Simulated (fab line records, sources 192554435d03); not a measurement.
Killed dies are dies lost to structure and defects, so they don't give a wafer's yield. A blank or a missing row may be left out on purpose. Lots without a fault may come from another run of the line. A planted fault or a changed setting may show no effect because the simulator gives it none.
One fault seen from 2 desks | flow n5_finfet | each desk has only its own numbers; what lay behind them comes last

THE METROLOGY DESK
What the gauges read, lot by lot, whatever tool the lot ran on: means of the sampled wafers that have a number. A lot is out of limits, marked OUT, if its mean lies more than 4 standard deviations from the usual mean; the brackets give that distance. Of its 12 readings 7 are shown: those that lie furthest out on some lot.
Columns: A = DIBL_N at N5_BEOL_M4_RC_MEAS_101, usual 36.0 mV/V; B = DIBL_P at N5_BEOL_M4_RC_MEAS_101, usual 35.9 mV/V; C = IOFF_N at N5_BEOL_M4_RC_MEAS_101, usual 0.16 nA/um; D = ION_N at N5_BEOL_M4_RC_MEAS_101, usual 675 uA/um; E = ION_P at N5_BEOL_M4_RC_MEAS_101, usual 463 uA/um; F = VT_N at N5_BEOL_M4_RC_MEAS_101, usual 250 mV; G = VT_P at N5_BEOL_M4_RC_MEAS_101, usual -251 mV
lot  | first seen here | A    | B    | C    | D   | E   | F   | G
L585 | day 8 19:26     | 32.3 | 31.1 | 0.10 | 643 | 447 | 257 | -257
L586 | day 8 23:15     | 34.0 | 34.2 | 0.14 | 680 | 465 | 250 | -252
L592 | day 10 10:04    | 37.0 | 34.4 | 0.15 | 674 | 467 | 251 | -249
L600 | day 12 12:21    | 37.3 | 38.3 | 0.17 | 688 | 474 | 248 | -248
L603 | day 13 14:10    | 37.3 | 38.7 | 0.20 | 678 | 459 | 247 | -251
This desk's finding: nothing out of limits on any of the 5 lots.

THE TOOL OWNER'S DESK: ald_metal-01
The tool's own readings at N5_BEOL_M4_ALD_84 (deposits TaN, pulse time 2 s, purge time 3 s, co reactant purge time 2 s): means of the sampled wafers that have a number, for each lot that ran on this tool. A lot is out of limits, marked OUT, if its mean lies more than 4 standard deviations from the usual mean; the brackets give that distance.
Columns: A = heater_power_w at N5_BEOL_M4_ALD_84, usual 420 W
lot  | first seen here | A
L585 | day 8 20:06     | 432
L592 | day 10 11:09    | 446
This desk's finding: nothing out of limits on any of the 2 lots.

PUT TOGETHER
The metrology desk saw nothing out of limits.
The tool owner's desk saw nothing out of limits.

WHAT THE SIMULATOR HAD PUT IN
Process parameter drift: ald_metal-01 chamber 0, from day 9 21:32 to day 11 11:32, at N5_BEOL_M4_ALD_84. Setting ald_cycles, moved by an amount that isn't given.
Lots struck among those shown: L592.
